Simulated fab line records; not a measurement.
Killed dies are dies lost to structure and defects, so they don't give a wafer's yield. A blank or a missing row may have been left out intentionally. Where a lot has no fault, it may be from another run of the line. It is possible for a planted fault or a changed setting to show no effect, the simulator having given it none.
Chamber matching | flow n5Finfet | N5_BEOL_M2_CO_CAP_55 on cvdCo-01 has 3 sister chambers
The step material Co, precursor CCTBA/H2, target thk 2 nm, time 102.1 s. 6 wafers are shown with their chamber, then 12 later ones without.

WAFERS WITH THEIR CHAMBER
wafer  | chamber | heaterPowerW (W)
L081.4 | 2       | 235
L084.5 | 2       | 228
L091.4 | 1       | 299
L092.3 | 0       | 226
L092.4 | 1       | 304
L092.6 | 0       | 227

WAFERS WITH NO CHAMBER GIVEN
wafer  | heaterPowerW (W)
L093.3 | 225
L093.4 | 307
L093.6 | 225
L094.1 | 303
L094.5 | 235
L094.6 | 228
L096.1 | 312
L096.5 | 238
L096.6 | 309
L097.1 | 229
L097.2 | 307
L097.3 | 223

WHICH CHAMBER EACH WENT THROUGH
wafer  | from the rows above     | in truth
L093.3 | can't be placed: 0 or 2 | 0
L093.4 | 1                       | 1
L093.6 | can't be placed: 0 or 2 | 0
L094.1 | 1                       | 1
L094.5 | can't be placed: 2 or 0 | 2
L094.6 | can't be placed: 0 or 2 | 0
L096.1 | 1                       | 1
L096.5 | can't be placed: 2 or 0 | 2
L096.6 | 1                       | 1
L097.1 | can't be placed: 0 or 2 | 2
L097.2 | 1                       | 1
L097.3 | can't be placed: 0 or 2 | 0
5 of 12 placed correctly. Not placeable from these rows: 7 (in 7, the candidates include the true chamber). 0 placed wrongly.
How it was worked out, from the rows above alone: a wafer's distance from a chamber is the root of the sum, over the readings, of the square of ((its reading less the chamber's mean) divided by the reading's scatter). If the next closest chamber is less than 2 further off than the closest, the wafer can't be placed; otherwise it belongs to the closest. The mean given for a chamber averages the wafers shown for that chamber. The scatter: take each reading less its chamber's mean, square it, sum over the shown wafers, divide by the number of wafers less the number of chambers, and take the root.
